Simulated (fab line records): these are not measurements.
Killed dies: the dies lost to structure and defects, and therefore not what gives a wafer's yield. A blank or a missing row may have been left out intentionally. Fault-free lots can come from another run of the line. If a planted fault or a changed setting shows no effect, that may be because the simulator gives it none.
Chamber matching	flow n5 finfet	4 sister chambers for N5_MOL_CONTACT_COAG_ETCH_48 on rie diel-01
The step etches SiOC in C4F6/O2, target depth 15 nm, overetch 4.5 nm, time 17 s. 8 wafers are shown with their chamber, then 7 later ones without.

WAFERS WITH THEIR CHAMBER
wafer	chamber	rf vpp V (V)	throttle valve pct (%)
L088.1	0	1503	40.0
L088.3	2	1553	39.7
L088.4	1	1623	40.2
L090.1	3	1655	41.0
L090.2	0	1502	40.1
L090.4	2	1551	39.7
L091.4	1	1623	40.1
L091.5	3	1653	41.0

WAFERS MISSING THEIR CHAMBER
wafer	rf vpp V (V)	throttle valve pct (%)
L091.6	1553	39.7
L093.1	1553	39.7
L093.2	1623	40.1
L093.5	1654	41.0
L096.3	1551	39.7
L096.5	1502	40.1
L096.6	1653	41.0

THE CHAMBER EACH PASSED THROUGH
wafer	from the rows above	in truth
L091.6	2	2
L093.1	2	2
L093.2	1	1
L093.5	3	3
L096.3	2	2
L096.5	0	0
L096.6	3	3
Placed correctly: 7 of 7. Left unplaced by these rows: 0. Placed wrongly: 0.
How it was worked out, from the rows above alone: a wafer's distance from a chamber is the root of the sum, over the readings, of the square of ((its reading less the chamber's mean) divided by the reading's scatter). The wafer belongs to the nearest chamber; if the next one is less than 2 further off, it can't be placed. For every chamber, the mean is computed from those of its wafers that are shown. The scatter is the square root of a quotient: the sum, over the shown wafers, of each reading's squared deviation from its chamber's mean, divided by wafers minus chambers.
